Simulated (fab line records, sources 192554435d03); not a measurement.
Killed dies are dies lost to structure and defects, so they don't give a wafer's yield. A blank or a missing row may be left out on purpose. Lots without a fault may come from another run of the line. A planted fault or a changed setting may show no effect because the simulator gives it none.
fab line records | flow n5_finfet | part 1 of 2: steps 1 to 3 of 6
record lots=19 wafers=57 last_day=17
route steps=1938 shown GATE_CUT@492 MOL_CONTACT_COAG@529
lots that met no fault: from a run of the same line without faults
start_h: hours from the record's first day to the start of the lot's first wafer shown | wait_h: hours since the lot's step before | " the same as in the row above | L1.1+2: a row that stands for several wafers | - no value, or no start given | * or withheld: withheld | < > ~ a bound
route shown NAME@n: a module of which the file shows steps, and the number in the route of the first | usual: mean/standard deviation of fault-free wafers | same: alike in all rows | chamber/n: place in a boat | sites: the reading at each site | _std_site: their standard deviation | _edge_site: outer sites' mean less inner sites' | radius_mm: how far each site lies from the wafer's centre | mask NAME#n: copy n | behind: the tool/chamber that last shaped the wafer | hold: why the lot was held/for how many hours/how that ended | device: the transistor (n, p or np) that didn't switch | end of line: the same wafers' tests at the end of the route | a step without rows: its recipe alone | killed: dies lost to structure and defects at the first sort, not the wafer's yield | map: a wafer's dies, x killed, . not, _ none there
set.NAME: the setting as run; set.NAME@STEP: as run at that earlier step | model.NAME: the simulator's own value behind a step, which no gauge read
steps of the route over a sample of lots; a table a step, a row a wafer
services: from which hour (start_h, from the record's first day; less than 0 if before it) a tool's chamber was out of use, for how many hours, and why
## steps
# step N5_GATE_CUT_ETCH_36
# recipe chemistry=CF4 target=SiARC target_depth_a=130 mask_material=CAR-EUV time_s=21.7 ion_energy_ev=80 pressure_mtorr=40 source_w=545 bias_w=36 Ar_flow_sccm=100 cf4_flow_sccm=100 ends=cleared
# usual bias_w=36.00/0.12 drypump_motor_current_A=5.6/0.48 etch_rf_on_time_s=21.8/0.33 oes_product_au=0.66/0.062 rf_vpp_V=184.0/1.2 showerhead_plenum_p_Torr=2.15/0.066 throttle_valve_pct=15.67/0.22
# columns lot.wafer tool chamber start_h wait_h bias_w drypump_motor_current_A etch_rf_on_time_s oes_product_au rf_hours_counter_h rf_vpp_V showerhead_plenum_p_Torr throttle_valve_pct
L074.1 rie_diel-05 3 83.77 0.0 36.07 5.4 21.9 0.65 142 185.5 2.24 15.57
L074.5 " 3 " " 36.02 5.4 21.9 0.65 - 184.1 2.24 15.59
L074.6 " 2 " " 36.02 6.0 22.0 0.61 - 183.2 2.12 15.89
L075.1 rie_diel-05 2 89.35 0.0 35.98 6.0 22.1 0.60 210 183.5 2.12 15.88
L075.2 " 3 " " 35.85 5.4 21.9 0.65 144 183.8 2.24 15.58
L075.4 " 0 " " 36.03 5.3 22.0 0.67 130 183.2 2.15 15.39
L076.4 rie_diel-05 3 100.80 0.0 35.85 5.4 21.9 0.66 147 184.4 2.24 15.59
L076.5 " 1 " " 35.88 5.6 21.4 0.62 - 182.3 2.03 15.99
L076.6 " 0 " " 36.07 5.3 21.7 0.67 - 182.9 2.15 15.40
L077.1 rie_diel-06 2 100.90 0.0 35.82 5.7 22.1 0.65 113 183.5 2.08 15.90
L077.2 " 1 " " 35.99 5.3 21.3 0.77 37 183.8 2.19 15.60
L077.6 " 1 " " 36.09 5.3 21.3 0.77 - 184.3 2.19 15.58
L078.1 rie_diel-05 0 108.97 0.0 35.95 5.3 21.9 0.67 136 182.5 2.15 15.37
L078.4 " 1 " " 35.98 5.6 21.2 0.60 228 183.9 2.03 15.99
L078.6 " 1 " " 35.97 5.6 21.6 0.61 - 181.5 2.03 15.99
L079.4 rie_diel-05 3 114.53 0.0 36.12 5.4 22.2 0.65 150 185.6 2.23 15.58
L079.5 " 3 " " 36.06 5.4 22.2 0.64 - 184.4 2.23 15.60
L079.6 " 2 " " 36.30 6.0 22.1 0.59 - 182.3 2.12 15.93
L082.2 rie_diel-06 0 131.02 0.0 36.05 5.5 21.5 0.66 134 183.0 2.07 15.77
L082.3 " 1 " " 35.99 5.3 21.4 0.77 46 183.8 2.18 15.61
L082.6 " 2 " " 36.22 5.7 22.1 0.65 - 183.1 2.07 15.94
L083.1 rie_diel-03 1 137.12 0.0 36.00 5.2 21.9 0.62 186 186.0 2.22 15.66
L083.2 " 0 " " 35.99 5.3 21.6 0.62 176 184.7 2.21 15.60
L083.6 " 1 " " 35.89 5.2 22.0 0.62 - 184.4 2.22 15.65
L084.1 rie_diel-03 3 145.27 0.0 36.03 5.1 21.3 0.73 80 186.1 2.17 15.48
L084.2 " 2 " " 35.83 4.8 21.9 0.60 245 183.2 2.11 15.53
L084.4 " 0 " " 35.80 5.3 21.9 0.61 179 186.5 2.21 15.61
L085.1 rie_diel-05 3 150.80 0.0 36.03 5.4 21.7 0.65 161 184.8 2.23 15.61
L085.2 " 2 " " 36.23 6.0 21.9 0.59 228 183.4 2.12 15.93
L085.4 " 1 " " 35.90 5.6 21.5 0.60 240 182.9 2.03 16.03
L086.1 rie_diel-06 2 154.76 0.0 36.09 5.7 22.3 0.63 130 182.0 2.07 15.96
L086.3 " 0 " " 35.76 5.5 21.6 0.66 143 183.0 2.06 15.78
L086.4 " 3 " " 35.93 6.8 21.3 0.77 28 184.6 2.19 15.38
L088.1 rie_diel-03 3 167.81 0.0 36.13 5.1 21.3 0.72 89 185.4 2.16 15.51
L088.2 " 0 " " 35.89 5.3 22.0 0.60 187 185.9 2.21 15.61
L088.3 " 1 " " 35.87 5.2 22.1 0.61 198 185.2 2.21 15.69
L089.1 rie_diel-03 0 177.45 0.0 36.02 5.3 21.9 0.60 190 185.6 2.21 15.63
L089.4 " 1 " " 35.92 5.2 22.2 0.60 - 184.7 2.21 15.70
L089.6 " 3 " " 36.20 5.1 21.4 0.72 - 184.9 2.16 15.49
L090.1 rie_diel-06 0 185.75 0.0 35.84 5.5 21.3 0.66 152 182.5 2.06 15.80
L090.2 " 3 " " 35.88 6.8 21.0 0.76 38 183.9 2.19 15.37
L090.5 " 2 " " 36.00 5.7 21.9 0.64 - 184.8 2.07 15.96
L092.1 rie_diel-06 2 191.59 0.0 35.85 5.7 22.1 0.63 141 183.6 2.07 15.98
L092.3 " 3 " " 36.12 6.8 21.5 0.76 39 183.6 2.18 15.40
L092.6 " 0 " " 36.10 5.5 21.8 0.65 - 183.0 2.06 15.80
L093.1 rie_diel-06 2 197.65 0.0 36.03 5.7 22.3 0.63 143 182.7 2.07 15.97
L093.4 " 3 " " 36.00 6.8 21.8 0.75 42 184.1 2.18 15.40
L093.6 " 1 " " 35.91 5.3 21.8 0.73 - 183.5 2.18 15.64
L095.2 rie_diel-05 2 212.96 0.0 35.91 6.0 22.1 0.58 248 182.5 2.11 15.98
L095.3 " 0 " " 36.05 5.3 22.0 0.64 167 183.9 2.14 15.46
L095.6 " 2 " " 36.02 6.0 22.1 0.58 - 183.1 2.11 15.98
L096.1 rie_diel-06 3 219.68 0.0 36.04 6.8 21.1 0.75 50 184.4 2.18 15.41
L096.3 " 1 " " 36.12 5.3 21.3 0.73 72 184.9 2.18 15.67
L096.5 " 3 " " 35.98 6.8 21.3 0.74 - 184.5 2.18 15.41
L097.3 rie_diel-03 0 223.67 0.0 36.03 5.3 22.3 0.59 206 185.3 2.20 15.65
L097.4 " 1 " " 36.04 5.2 22.5 0.60 - 182.6 2.21 15.72
L097.6 " 0 " " 36.01 5.3 22.3 0.60 - 184.8 2.20 15.67
# step N5_GATE_CUT_CUT_ETCH_53
# recipe chemistry=SF6/Cl2 target=W mask_material=SiO2 target_depth_a=792 pressure_mtorr=8 icp_w=900 bias_w=80 SF6_flow_sccm=40 Cl2_flow_sccm=60 ends=cleared
# usual bias_w=80.02/0.24 drypump_motor_current_A=6.0/0.45 etch_rf_on_time_s=26.1/0.34 oes_product_au=0.71/0.084 throttle_valve_pct=28.92/0.17
# columns lot.wafer tool chamber start_h wait_h bias_w drypump_motor_current_A etch_rf_on_time_s oes_product_au rf_hours_counter_h throttle_valve_pct
L074.1 rie_metal-01 1 84.11 0.1 80.32 5.6 26.1 0.76 20 28.89
L074.5 " 1 " " 79.64 5.6 26.0 0.77 - 28.90
L074.6 " 0 " " 79.55 6.1 25.8 0.60 - 29.00
L075.1 rie_metal-01 1 89.69 0.1 80.12 5.6 26.3 0.75 21 28.89
L075.2 " 0 " " 80.01 6.1 25.8 0.60 91 28.99
L075.4 " 0 " " 80.20 6.0 25.9 0.60 - 29.00
L076.4 rie_metal-02 1 101.16 0.1 80.16 6.5 25.6 0.75 - 28.64
L076.5 " 0 " " 80.42 6.6 26.1 0.75 - 29.04
L076.6 " 1 " " 79.75 6.5 25.8 0.75 - 28.64
L077.1 rie_metal-03 0 101.24 0.1 80.04 6.2 26.2 0.72 32 28.81
L077.2 " 1 " " 80.22 5.2 27.0 0.52 138 29.46
L077.6 " 1 " " 79.53 5.3 26.7 0.52 - 29.44
L078.1 rie_metal-01 0 109.31 0.1 79.72 6.1 25.5 0.61 92 28.99
L078.4 " 1 " " 80.05 5.6 26.0 0.75 - 28.88
L078.6 " 1 " " 79.85 5.6 26.0 0.76 - 28.91
L079.4 rie_metal-02 0 114.89 0.1 80.28 6.6 26.1 0.75 - 29.04
L079.5 " 1 " " 80.16 6.5 25.3 0.77 - 28.64
L079.6 " 0 " " 79.91 6.7 26.1 0.75 - 29.02
L082.2 rie_metal-01 1 131.37 0.1 80.24 5.6 26.2 0.74 24 28.90
L082.3 " 1 " " 80.13 5.5 26.4 0.75 - 28.91
L082.6 " 0 " " 80.34 6.0 26.1 0.59 - 29.01
L083.1 rie_metal-03 0 137.46 0.1 80.09 6.2 26.2 0.71 35 28.82
L083.2 " 0 " " 79.81 6.2 26.2 0.71 - 28.80
L083.6 " 0 " " 79.85 6.2 26.3 0.71 - 28.81
L084.1 rie_metal-02 1 145.63 0.1 79.92 6.5 25.5 0.75 36 28.65
L084.2 " 0 " " 80.13 6.6 26.2 0.75 32 29.05
L084.4 " 0 " " 79.96 6.6 26.4 0.74 - 29.03
L085.1 rie_metal-03 0 151.14 0.1 79.57 6.2 26.6 0.69 37 28.83
L085.2 " 1 " " 80.37 5.3 26.2 0.89 1 28.99
L085.4 " 1 " " 80.47 5.3 26.1 0.89 - 29.00
L086.1 rie_metal-01 1 155.10 0.1 79.95 5.6 26.3 0.74 28 28.90
L086.3 " 1 " " 80.18 5.6 26.4 0.74 - 28.92
L086.4 " 1 " " 80.45 5.6 26.2 0.73 - 28.90
L088.1 rie_metal-02 1 168.15 0.1 80.34 6.5 25.6 0.74 39 28.66
L088.2 " 0 " " 79.89 6.6 26.4 0.73 34 29.04
L088.3 " 0 " " 79.64 6.6 26.1 0.74 - 29.04
L089.1 rie_metal-03 0 177.79 0.1 79.88 6.2 26.5 0.70 40 28.82
L089.4 " 1 " " 79.73 5.3 26.1 0.85 - 29.01
L089.6 " 1 " " 79.93 5.3 26.0 0.87 - 29.00
L090.1 rie_metal-01 0 186.52 0.5 79.52 6.1 26.3 0.59 96 29.02
L090.2 " 1 " " 79.69 5.6 26.5 0.73 30 28.93
L090.5 " 0 " " 79.83 6.1 26.0 0.60 - 29.03
L092.1 rie_metal-03 1 191.93 0.1 79.91 5.3 26.0 0.85 5 29.00
L092.3 " 0 " " 80.12 6.3 26.2 0.69 - 28.84
L092.6 " 0 " " 80.32 6.2 26.3 0.69 - 28.82
L093.1 rie_metal-01 1 197.99 0.1 80.80 5.6 26.3 0.73 31 28.91
L093.4 " 1 " " 80.47 5.6 26.7 0.72 - 28.92
L093.6 " 1 " " 80.43 5.6 26.4 0.73 - 28.91
L095.2 rie_metal-02 1 213.30 0.1 79.79 6.5 25.6 0.73 43 28.66
L095.3 " 1 " " 79.46 6.5 25.5 0.73 - 28.66
L095.6 " 0 " " 80.08 6.6 26.2 0.73 - 29.04
L096.1 rie_metal-01 0 220.02 0.1 80.01 6.0 26.2 0.59 99 29.02
L096.3 " 1 " " 79.94 5.5 26.5 0.72 - 28.92
L096.5 " 0 " " 79.87 6.0 26.3 0.59 - 29.03
L097.3 rie_metal-01 1 224.03 0.1 80.40 5.5 26.2 0.72 - 28.92
L097.4 " 0 " " 80.23 6.0 26.0 0.59 - 29.02
L097.6 " 0 " " 80.25 6.1 26.1 0.59 - 29.01
# step N5_MOL_CONTACT_COAG_DESCUM_13
# recipe chemistry=O2 time_s=7 source_power_w=50 bias_power_w=20 pressure_mtorr=20 rf_frequency_hz=2.712e+07 temp_c=40 resist=CAR-EUV o2_flow_sccm=225
# usual bias_power_w=20.00/0.06 drypump_motor_current_A=5.4/0.43 oes_product_au=0.82/0.099 rf_vpp_V=243.4/1.2 showerhead_plenum_p_Torr=2.11/0.059 temp_c=39.98/0.11 throttle_valve_pct=20.59/0.19
# columns lot.wafer tool chamber start_h wait_h bias_power_w drypump_motor_current_A oes_product_au rf_hours_counter_h rf_vpp_V showerhead_plenum_p_Torr temp_c throttle_valve_pct
L074.1 rie_diel-02 2 88.02 0.6 20.03 5.0 0.74 145 243.6 2.01 40.02 20.75
L074.5 " 1 " " 20.03 5.3 0.68 - 242.4 2.05 40.08 20.51
L074.6 " 0 " " 20.08 5.6 0.78 - 241.9 2.10 39.92 20.75
L075.1 rie_diel-04 1 93.34 0.0 20.08 4.8 0.71 203 241.1 2.07 39.87 20.59
L075.2 " 2 " " 19.89 5.6 0.70 243 244.9 2.15 39.88 21.01
L075.4 " 3 " " 20.03 5.4 0.85 55 242.6 2.14 40.05 20.56
L076.4 rie_diel-04 0 104.65 0.0 20.05 5.5 0.98 5 243.2 2.14 40.19 20.47
L076.5 " 0 " " 19.96 5.5 0.98 - 243.5 2.14 40.07 20.48
L076.6 " 1 " " 20.16 4.7 0.70 - 241.3 2.07 39.95 20.59
L077.1 rie_diel-01 1 104.70 0.0 20.00 6.1 0.81 87 242.1 2.03 39.94 20.63
L077.2 " 3 " " 20.08 6.2 0.86 68 245.2 2.22 39.98 20.83
L077.6 " 3 " " 20.03 6.2 0.86 - 245.1 2.22 40.05 20.83
L078.1 rie_diel-01 3 112.90 0.2 19.98 6.2 0.85 71 243.0 2.22 40.21 20.84
L078.4 " 2 " " 20.03 5.6 1.01 0 244.8 2.24 40.05 20.00
L078.6 " 0 " " 20.04 5.9 0.69 - 242.5 2.15 39.87 20.62
L079.4 rie_diel-04 1 118.48 0.3 19.96 4.8 0.70 - 243.0 2.06 39.99 20.60
L079.5 " 3 " " 19.88 5.4 0.83 - 243.1 2.13 40.02 20.58
L079.6 " 0 " " 19.90 5.5 0.95 - 244.2 2.14 39.95 20.47
L082.2 rie_diel-04 3 134.76 0.0 20.09 5.4 0.83 71 243.9 2.13 40.00 20.57
L082.3 " 2 " " 19.97 5.6 0.98 3 244.6 2.15 40.08 20.68
L082.6 " 2 " " 19.98 5.6 0.98 - 244.0 2.15 39.99 20.67
L083.1 rie_diel-01 3 141.35 0.3 19.95 6.2 0.83 82 244.4 2.21 39.89 20.85
L083.2 " 1 " " 20.03 6.1 0.80 101 242.5 2.02 40.20 20.66
L083.6 " 2 " " 20.05 5.6 0.95 - 244.7 2.24 39.98 20.03
L084.1 rie_diel-04 2 149.15 0.0 19.95 5.6 0.96 9 244.0 2.15 39.87 20.67
L084.2 " 1 " " 20.01 4.7 0.70 222 243.5 2.06 39.93 20.60
L084.4 " 3 " " 20.04 5.4 0.82 78 244.1 2.13 40.18 20.58
L085.1 rie_diel-04 2 154.91 0.3 19.96 5.7 0.95 10 244.3 2.15 39.93 20.68
L085.2 " 1 " " 20.03 4.8 0.70 223 242.0 2.06 39.95 20.61
L085.4 " 3 " " 20.04 5.4 0.81 80 245.1 2.13 40.08 20.59
L086.1 rie_diel-04 3 158.85 0.0 20.12 5.4 0.82 82 244.0 2.13 39.93 20.59
L086.3 " 0 " " 20.06 5.5 0.92 28 242.5 2.13 39.82 20.52
L086.4 " 1 " " 20.05 4.7 0.70 225 242.0 2.06 39.81 20.61
L088.1 rie_diel-01 2 171.59 0.1 20.04 5.6 0.92 23 245.3 2.23 40.02 20.04
L088.2 " 1 " " 19.88 6.1 0.77 113 242.6 2.02 40.08 20.67
L088.3 " 0 " " 19.96 5.9 0.98 8 243.5 2.14 39.95 20.20
L089.1 rie_diel-04 1 181.18 0.0 20.02 4.7 0.69 232 243.4 2.06 39.89 20.63
L089.4 " 0 " " 19.97 5.5 0.91 35 242.5 2.13 40.15 20.51
L089.6 " 0 " " 20.00 5.5 0.90 - 244.7 2.13 40.04 20.52
L090.1 rie_diel-02 2 193.63 0.0 19.99 5.0 0.71 185 242.0 1.99 40.09 20.81
L090.2 " 1 " " 19.95 5.4 0.91 20 240.4 2.04 39.92 20.16
L090.5 " 3 " " 20.01 4.9 0.73 - 244.1 2.10 40.02 20.52
L092.1 rie_diel-02 3 197.36 0.0 19.93 4.9 0.73 167 243.5 2.10 39.97 20.50
L092.3 " 1 " " 20.03 5.4 0.90 21 241.6 2.04 39.87 20.18
L092.6 " 2 " " 20.02 5.0 0.71 - 242.2 1.99 40.12 20.81
L093.1 rie_diel-04 2 201.52 0.0 20.10 5.7 0.91 27 243.4 2.14 39.81 20.71
L093.4 " 0 " " 19.94 5.5 0.89 42 243.2 2.13 39.78 20.55
L093.6 " 1 " " 20.01 4.7 0.68 - 242.2 2.05 39.81 20.63
L095.2 rie_diel-04 2 216.95 0.0 19.98 5.7 0.90 32 243.8 2.14 39.94 20.71
L095.3 " 0 " " 19.94 5.5 0.89 47 244.0 2.13 40.23 20.54
L095.6 " 1 " " 19.95 4.8 0.68 - 242.1 2.05 40.01 20.65
L096.1 rie_diel-04 2 224.16 0.6 20.07 5.7 0.90 35 245.9 2.14 39.97 20.72
L096.3 " 1 " " 19.90 4.7 0.68 248 243.3 2.05 40.07 20.63
L096.5 " 1 " " 19.95 4.7 0.68 - 243.5 2.05 39.95 20.63
L097.3 rie_diel-04 2 227.40 0.0 19.95 5.6 0.90 36 243.2 2.14 40.05 20.73
L097.4 " 0 " " 19.89 5.5 0.88 51 244.3 2.12 40.09 20.53
L097.6 " 0 " " 19.93 5.5 0.87 - 242.7 2.12 40.09 20.55
